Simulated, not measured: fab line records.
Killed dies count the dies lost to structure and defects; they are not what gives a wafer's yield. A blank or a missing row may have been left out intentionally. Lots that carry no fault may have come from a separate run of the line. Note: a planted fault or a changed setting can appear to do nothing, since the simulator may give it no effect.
Chamber matching	flow n5_finfet	3 sister chambers for N5_BEOL_M6_ILD_DEP_00 on pecvd-02
The step deposits SiCOH lowk from DEMS/porogen, target thk 179.75 nm, time 33.4 s. 3 wafers are shown with their chamber, then 7 later ones without.

== WAFERS, EACH WITH ITS CHAMBER ==
wafer	chamber	throttle_valve_pct (%)
L086.4	0	14.6
L090.1	2	12.6
L090.3	1	15.0

== WAFERS WITHOUT THEIR CHAMBER ==
wafer	throttle_valve_pct (%)
L090.6	12.5
L092.1	12.7
L092.4	14.8
L092.6	14.7
L093.1	12.8
L093.4	12.3
L093.5	14.9

== THE CHAMBER EACH PASSED THROUGH ==
wafer	from the rows above	in truth
L090.6	2	2
L092.1	2	2
L092.4	can't be placed: 1 or 0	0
L092.6	can't be placed: 0 or 1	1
L093.1	2	2
L093.4	2	2
L093.5	can't be placed: 1 or 0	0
4 of 7 placed correctly. Unplaceable from these rows: 3, with the true chamber sitting among the candidates in 3. Number placed wrongly: 0.
How it was worked out, from the rows above alone: a wafer's distance from a chamber is the root of the sum, over the readings, of the square of ((its reading less the chamber's mean) divided by the reading's scatter). The wafer belongs to the nearest chamber; if the next one is less than 2 further off, it can't be placed. Each chamber's mean is taken over the wafers shown for it. The scatter: with one shown wafer a chamber, the root of the mean of the squares of how far each hidden wafer lies from its nearest shown one.
